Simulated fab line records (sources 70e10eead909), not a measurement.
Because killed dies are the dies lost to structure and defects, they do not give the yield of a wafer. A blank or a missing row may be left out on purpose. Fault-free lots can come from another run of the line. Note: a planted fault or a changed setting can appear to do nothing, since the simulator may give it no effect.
Chamber matching | flow nandHarc | pecvd-01 running NHARC_A_STAIRCASE_DEP_156: 3 sister chambers
The step deposits SiNx, target thk 50 nm. 20 wafers are shown with their chamber, then 10 later ones without.

== EACH WAFER AND ITS CHAMBER ==
wafer  | chamber | heaterPowerW (W)
L074.1 | 2       | 809
L074.5 | 1       | 765
L074.6 | 0       | 807
L074.2 | 0       | 810
L074.3 | 1       | 761
L074.4 | 2       | 816
L077.1 | 0       | 764
L077.3 | 2       | 723
L077.4 | 1       | 785
L082.1 | 2       | 658
L082.2 | 0       | 828
L082.5 | 2       | 685
L083.2 | 0       | 698
L083.4 | 0       | 724
L083.5 | 1       | 692
L085.4 | 2       | 787
L085.5 | 0       | 680
L085.6 | 1       | 665
L089.3 | 2       | 811
L089.5 | 1       | 720

SIGNATURES, as means of the wafers listed above
reading      | chamber 0 | chamber 1 | chamber 2 | scatter within a chamber
heaterPowerW | 758.71    | 731.33    | 755.57    | 58.4
Rule: distance of a wafer from a chamber = root of the sum over the readings of ((wafer's reading minus chamber's mean) / reading's scatter) squared. If the next closest chamber is less than 2 further off than the closest, the wafer can't be placed; otherwise it belongs to the closest. The scatter: the root of (the sum of the squares of (reading less its chamber's mean) over the shown wafers, divided by (wafers less chambers)).

== WAFERS WITH NO CHAMBER GIVEN ==
wafer  | heaterPowerW (W)
L089.6 | 798
L090.4 | 725
L090.5 | 796
L090.6 | 759
L093.3 | 869
L093.5 | 657
L093.6 | 661
L095.1 | 755
L095.3 | 814
L095.5 | 819

== WHICH CHAMBER EACH WENT THROUGH ==
wafer  | from the rows above          | in truth
L089.6 | can't be placed: 0 or 2 or 1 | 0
L090.4 | can't be placed: 1 or 2 or 0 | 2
L090.5 | can't be placed: 0 or 2 or 1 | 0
L090.6 | can't be placed: 0 or 2 or 1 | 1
L093.3 | can't be placed: 0 or 2 or 1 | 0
L093.5 | can't be placed: 1 or 2 or 0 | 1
L093.6 | can't be placed: 1 or 2 or 0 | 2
L095.1 | can't be placed: 2 or 0 or 1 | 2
L095.3 | can't be placed: 0 or 2 or 1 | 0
L095.5 | can't be placed: 0 or 2 or 1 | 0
Correctly placed: 0 of 10. From these rows, 10 cannot be placed; in 10 the true chamber is one of the candidates. Placed wrongly: 0.
